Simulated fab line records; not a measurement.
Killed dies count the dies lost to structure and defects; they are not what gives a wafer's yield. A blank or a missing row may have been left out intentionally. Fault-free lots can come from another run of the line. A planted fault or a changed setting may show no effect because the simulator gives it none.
Which tool was responsible? :: flow n5Finfet :: 10 lots with 30 wafers sampled at 5 steps, on a route of 1938 steps

WHAT THE GAUGES READ, wafer by wafer
N5_BEOL_M10_RS_MEAS_57: measurement is done with a four-point probe. Usual: M10_RS typically reads 0.152 ohm/sq, with standard deviation 0.0034.
lot: L375
measured: day 9 22:22
on: filmMetro-01
M10_RS (ohm/sq): 0.150 0.151 0.152
flag: 

lot: L378
measured: day 11 02:52
on: filmMetro-01
M10_RS (ohm/sq): 0.144 0.155 0.148
flag: 

lot: L382
measured: day 11 17:32
on: filmMetro-02
M10_RS (ohm/sq): 0.157 0.154 0.153
flag: 

lot: L385
measured: day 12 23:10
on: filmMetro-01
M10_RS (ohm/sq): 0.153 0.155 0.154
flag: 

lot: L388
measured: day 13 20:59
on: filmMetro-02
M10_RS (ohm/sq): 0.148 0.154 0.156
flag: 

lot: L392
measured: day 14 17:08
on: filmMetro-02
M10_RS (ohm/sq): 0.149 0.152 0.147
flag: 

lot: L393
measured: day 14 20:07
on: filmMetro-01
M10_RS (ohm/sq): 0.152 0.151 0.157
flag: 

lot: L394
measured: day 14 23:37
on: filmMetro-01
M10_RS (ohm/sq): 0.157 0.157 0.154
flag: 

lot: L395
measured: day 15 07:59
on: filmMetro-02
M10_RS (ohm/sq): 0.150 0.156 0.152
flag: 

lot: L396
measured: day 15 14:36
on: filmMetro-01
M10_RS (ohm/sq): 0.149 0.161 0.154
flag: 

N5_BEOL_M11_THK_MEAS_01. Usual: M11_ILD_THK typically reads 269 nm, with standard deviation 3.5.
lot: L375
measured: day 9 23:01
on: filmMetro-02
M11_ILD_THK (nm): 260 262 267
flag: 

lot: L378
measured: day 11 03:31
on: filmMetro-01
M11_ILD_THK (nm): 268 269 272
flag: 

lot: L382
measured: day 11 18:11
on: filmMetro-01
M11_ILD_THK (nm): 270 268 265
flag: 

lot: L385
measured: day 12 23:49
on: filmMetro-02
M11_ILD_THK (nm): 265 269 269
flag: 

lot: L388
measured: day 13 21:39
on: filmMetro-02
M11_ILD_THK (nm): 267 255 271
flag: 

lot: L392
measured: day 14 17:47
on: filmMetro-01
M11_ILD_THK (nm): 269 267 273
flag: 

lot: L393
measured: day 14 21:15
on: filmMetro-02
M11_ILD_THK (nm): 267 271 265
flag: 

lot: L394
measured: day 15 00:19
on: filmMetro-02
M11_ILD_THK (nm): 269 268 263
flag: 

lot: L395
measured: day 15 08:38
on: filmMetro-01
M11_ILD_THK (nm): 270 264 270
flag: 

lot: L396
measured: day 15 15:16
on: filmMetro-02
M11_ILD_THK (nm): 266 272 273
flag: 

EACH LOT AND THE TOOL THAT RAN IT (in order: tool; ch and the chambers of the sampled wafers; start)
lot: L375
N5_BEOL_M10_HM_OPEN_17: rieMetal-02 ch 0,1, day 9 17:34
N5_BEOL_M10_STRIP_19: rieDiel-02 ch 0,3, day 9 17:51
N5_BEOL_M11_ILD_DEP_00: pecvd-02 ch 1,2, day 9 22:26

lot: L378
N5_BEOL_M10_HM_OPEN_17: rieMetal-02 ch 0,1, day 10 22:11
N5_BEOL_M10_STRIP_19: rieDiel-05 ch 1,3, day 10 22:18
N5_BEOL_M11_ILD_DEP_00: pecvd-01 ch 0,1,2, day 11 02:55

lot: L382
N5_BEOL_M10_HM_OPEN_17: rieMetal-02 ch 0,1, day 11 12:07
N5_BEOL_M10_STRIP_19: rieDiel-06 ch 0,1,3, day 11 12:21
N5_BEOL_M11_ILD_DEP_00: pecvd-04 ch 0,1,2, day 11 17:36

lot: L385
N5_BEOL_M10_HM_OPEN_17: rieMetal-01 ch 1, day 12 19:03
N5_BEOL_M10_STRIP_19: rieDiel-02 ch 0,1,2, day 12 19:16
N5_BEOL_M11_ILD_DEP_00: pecvd-02 ch 0,2, day 12 23:13

lot: L388
N5_BEOL_M10_HM_OPEN_17: rieMetal-01 ch 0,1, day 13 17:23
N5_BEOL_M10_STRIP_19: rieDiel-02 ch 0,1,2, day 13 17:31
N5_BEOL_M11_ILD_DEP_00: pecvd-02 ch 0,1,2, day 13 21:04

lot: L392
N5_BEOL_M10_HM_OPEN_17: rieMetal-03 ch 0,1, day 14 13:40
N5_BEOL_M10_STRIP_19: rieDiel-06 ch 0,2,3, day 14 13:47
N5_BEOL_M11_ILD_DEP_00: pecvd-01 ch 0,1,2, day 14 17:12

lot: L393
N5_BEOL_M10_HM_OPEN_17: rieMetal-02 ch 0,1, day 14 16:25
N5_BEOL_M10_STRIP_19: rieDiel-05 ch 1,2, day 14 16:31
N5_BEOL_M11_ILD_DEP_00: pecvd-04 ch 0,1, day 14 20:11

lot: L394
N5_BEOL_M10_HM_OPEN_17: rieMetal-03 ch 0,1, day 14 19:22
N5_BEOL_M10_STRIP_19: rieDiel-06 ch 1,2,3, day 14 19:28
N5_BEOL_M11_ILD_DEP_00: pecvd-04 ch 0,1,2, day 14 23:41

lot: L395
N5_BEOL_M10_HM_OPEN_17: rieMetal-03 ch 0,1, day 15 03:19
N5_BEOL_M10_STRIP_19: rieDiel-02 ch 0,1, day 15 03:26
N5_BEOL_M11_ILD_DEP_00: pecvd-04 ch 0,1, day 15 08:02

lot: L396
N5_BEOL_M10_HM_OPEN_17: rieMetal-02 ch 1, day 15 10:34
N5_BEOL_M10_STRIP_19: rieDiel-06 ch 0,2,3, day 15 10:52
N5_BEOL_M11_ILD_DEP_00: pecvd-04 ch 1,2, day 15 14:40
- N5_BEOL_M10_HM_OPEN_17: chemistry Cl2/BCl3, target TiN, target depth 20 nm, overetch 6 nm.
- N5_BEOL_M10_STRIP_19: strips in O2.
- N5_BEOL_M11_ILD_DEP_00: deposits SiCOH lowk from DEMS/porogen, target thk 308.51 nm, time 58 s.

WHAT THE TOOLS THEMSELVES READ (means of the sampled wafers that have a number; where no wafer has one, the mark that the record gives instead)
N5_BEOL_M10_HM_OPEN_17. Usual: bcl3FlowSccm 21.74 sccm, standard deviation 0.064; biasW 126.0 W, standard deviation 0.34; drypumpMotorCurrentA 6.0 A, standard deviation 0.49; oesProductAu 0.68 a.u., standard deviation 0.033; throttleValvePct 22.13 %, standard deviation 0.2.
lot: L375
tool: rieMetal-02
bcl3FlowSccm (sccm): 21.78
biasW (W): 126.1
drypumpMotorCurrentA (A): 5.6
oesProductAu (a.u.): 0.69
throttleValvePct (%): 22.05
flag: 

lot: L378
tool: rieMetal-02
bcl3FlowSccm (sccm): 21.81
biasW (W): 125.9
drypumpMotorCurrentA (A): 6.0
oesProductAu (a.u.): 0.67
throttleValvePct (%): 21.99
flag: 

lot: L382
tool: rieMetal-02
bcl3FlowSccm (sccm): 21.75
biasW (W): 125.9
drypumpMotorCurrentA (A): 6.0
oesProductAu (a.u.): 0.66
throttleValvePct (%): 21.98
flag: 

lot: L385
tool: rieMetal-01
bcl3FlowSccm (sccm): 21.78
biasW (W): 126.0
drypumpMotorCurrentA (A): 5.8
oesProductAu (a.u.): 0.65
throttleValvePct (%): 22.16
flag: 

lot: L388
tool: rieMetal-01
bcl3FlowSccm (sccm): 21.74
biasW (W): 125.6
drypumpMotorCurrentA (A): 5.8
oesProductAu (a.u.): 0.65
throttleValvePct (%): 22.13
flag: 

lot: L392
tool: rieMetal-03
bcl3FlowSccm (sccm): 21.77
biasW (W): 126.0
drypumpMotorCurrentA (A): 6.4
oesProductAu (a.u.): 0.69
throttleValvePct (%): 22.24
flag: 

lot: L393
tool: rieMetal-02
bcl3FlowSccm (sccm): 21.69
biasW (W): 125.6
drypumpMotorCurrentA (A): 5.6
oesProductAu (a.u.): 0.66
throttleValvePct (%): 22.08
flag: 

lot: L394
tool: rieMetal-03
bcl3FlowSccm (sccm): 21.73
biasW (W): 126.1
drypumpMotorCurrentA (A): 6.3
oesProductAu (a.u.): 0.70
throttleValvePct (%): 22.38
flag: 

lot: L395
tool: rieMetal-03
bcl3FlowSccm (sccm): 21.79
biasW (W): 125.6
drypumpMotorCurrentA (A): 6.2
oesProductAu (a.u.): 0.70
throttleValvePct (%): 22.40
flag: 

lot: L396
tool: rieMetal-02
bcl3FlowSccm (sccm): 21.71
biasW (W): 125.8
drypumpMotorCurrentA (A): 5.2
oesProductAu (a.u.): 0.67
throttleValvePct (%): 22.15
flag: 

N5_BEOL_M10_STRIP_19. Usual: drypumpMotorCurrentA 5.8 A, standard deviation 0.51; oesProductAu 0.77 a.u., standard deviation 0.074; rfVppV 3.6 V, standard deviation 0.62; showerheadPlenumPTorr 2.12 Torr, standard deviation 0.05; throttleValvePct 16.77 %, standard deviation 0.28.
lot: L375
tool: rieDiel-02
drypumpMotorCurrentA (A): 6.3
oesProductAu (a.u.): 0.81
rfVppV (V): 3.4
showerheadPlenumPTorr (Torr): 2.17
throttleValvePct (%): 16.74
flag: 

lot: L378
tool: rieDiel-05
drypumpMotorCurrentA (A): 6.0
oesProductAu (a.u.): 0.80
rfVppV (V): 3.3
showerheadPlenumPTorr (Torr): 2.15
throttleValvePct (%): 16.77
flag: 

lot: L382
tool: rieDiel-06
drypumpMotorCurrentA (A): 5.9
oesProductAu (a.u.): 0.72
rfVppV (V): 3.5
showerheadPlenumPTorr (Torr): 2.12
throttleValvePct (%): 16.97
flag: 

lot: L385
tool: rieDiel-02
drypumpMotorCurrentA (A): 6.0
oesProductAu (a.u.): 0.83
rfVppV (V): 3.7
showerheadPlenumPTorr (Torr): 2.11
throttleValvePct (%): 16.65
flag: 

lot: L388
tool: rieDiel-02
drypumpMotorCurrentA (A): 6.0
oesProductAu (a.u.): 0.81
rfVppV (V): 3.4
showerheadPlenumPTorr (Torr): 2.11
throttleValvePct (%): 16.67
flag: 

lot: L392
tool: rieDiel-06
drypumpMotorCurrentA (A): 5.9
oesProductAu (a.u.): 0.72
rfVppV (V): 3.6
showerheadPlenumPTorr (Torr): 2.09
throttleValvePct (%): 16.91
flag: 

lot: L393
tool: rieDiel-05
drypumpMotorCurrentA (A): 5.3
oesProductAu (a.u.): 0.72
rfVppV (V): 3.2
showerheadPlenumPTorr (Torr): 2.14
throttleValvePct (%): 16.67
flag: 

lot: L394
tool: rieDiel-06
drypumpMotorCurrentA (A): 5.6
oesProductAu (a.u.): 0.83
rfVppV (V): 3.5
showerheadPlenumPTorr (Torr): 2.11
throttleValvePct (%): 16.68
flag: 

lot: L395
tool: rieDiel-02
drypumpMotorCurrentA (A): 6.4
oesProductAu (a.u.): 0.87
rfVppV (V): 3.7
showerheadPlenumPTorr (Torr): 2.09
throttleValvePct (%): 16.29
flag: 

lot: L396
tool: rieDiel-06
drypumpMotorCurrentA (A): 5.9
oesProductAu (a.u.): 0.82
rfVppV (V): 3.6
showerheadPlenumPTorr (Torr): 2.08
throttleValvePct (%): 16.73
flag: 

N5_BEOL_M11_ILD_DEP_00. Usual: heaterPowerW 336 W, standard deviation 56; showerheadPlenumPTorr 5.732 Torr, standard deviation 0.011; showerheadVppV 1364 V, standard deviation 53; throttleValvePct 13.9 %, standard deviation 1.1.
lot: L375
tool: pecvd-02
heaterPowerW (W): 300
showerheadPlenumPTorr (Torr): 5.737
showerheadVppV (V): 1374
throttleValvePct (%): 13.3
flag: 

lot: L378
tool: pecvd-01
heaterPowerW (W): 325
showerheadPlenumPTorr (Torr): 5.735
showerheadVppV (V): 1349
throttleValvePct (%): 13.7
flag: 

lot: L382
tool: pecvd-04
heaterPowerW (W): 366
showerheadPlenumPTorr (Torr): 5.736
showerheadVppV (V): 1342
throttleValvePct (%): 14.1
flag: 

lot: L385
tool: pecvd-02
heaterPowerW (W): 310
showerheadPlenumPTorr (Torr): 5.732
showerheadVppV (V): 1369
throttleValvePct (%): 13.5
flag: 

lot: L388
tool: pecvd-02
heaterPowerW (W): 298
showerheadPlenumPTorr (Torr): 5.732
showerheadVppV (V): 1382
throttleValvePct (%): 13.7
flag: 

lot: L392
tool: pecvd-01
heaterPowerW (W): 336
showerheadPlenumPTorr (Torr): 5.723
showerheadVppV (V): 1371
throttleValvePct (%): 13.6
flag: 

lot: L393
tool: pecvd-04
heaterPowerW (W): 371
showerheadPlenumPTorr (Torr): 5.720
showerheadVppV (V): 1313
throttleValvePct (%): 14.5
flag: 

lot: L394
tool: pecvd-04
heaterPowerW (W): 396
showerheadPlenumPTorr (Torr): 5.734
showerheadVppV (V): 1353
throttleValvePct (%): 14.2
flag: 

lot: L395
tool: pecvd-04
heaterPowerW (W): 341
showerheadPlenumPTorr (Torr): 5.720
showerheadVppV (V): 1316
throttleValvePct (%): 14.5
flag: 

lot: L396
tool: pecvd-04
heaterPowerW (W): 425
showerheadPlenumPTorr (Torr): 5.732
showerheadVppV (V): 1339
throttleValvePct (%): 14.2
flag: 

THE ANSWER, worked out from the rows above alone
Rule: lot off if the mean of its wafers having a number is beyond 3 standard deviations from the usual mean. Also off: a lot with no number at a reading for which 4 or more lots have one. Any other lot the step has rows for is counted as sound. Order of review: gauges by route order, followed by the tools' own readings, for which a lot's mean as printed above is used. The first step at which some lot is off is used, and at that step the reading that is off furthest; a lot without a number counts as furthest.
No lot is off at any reading shown: from this, nothing can be told.

WHAT THE SIMULATOR HAD INSERTED
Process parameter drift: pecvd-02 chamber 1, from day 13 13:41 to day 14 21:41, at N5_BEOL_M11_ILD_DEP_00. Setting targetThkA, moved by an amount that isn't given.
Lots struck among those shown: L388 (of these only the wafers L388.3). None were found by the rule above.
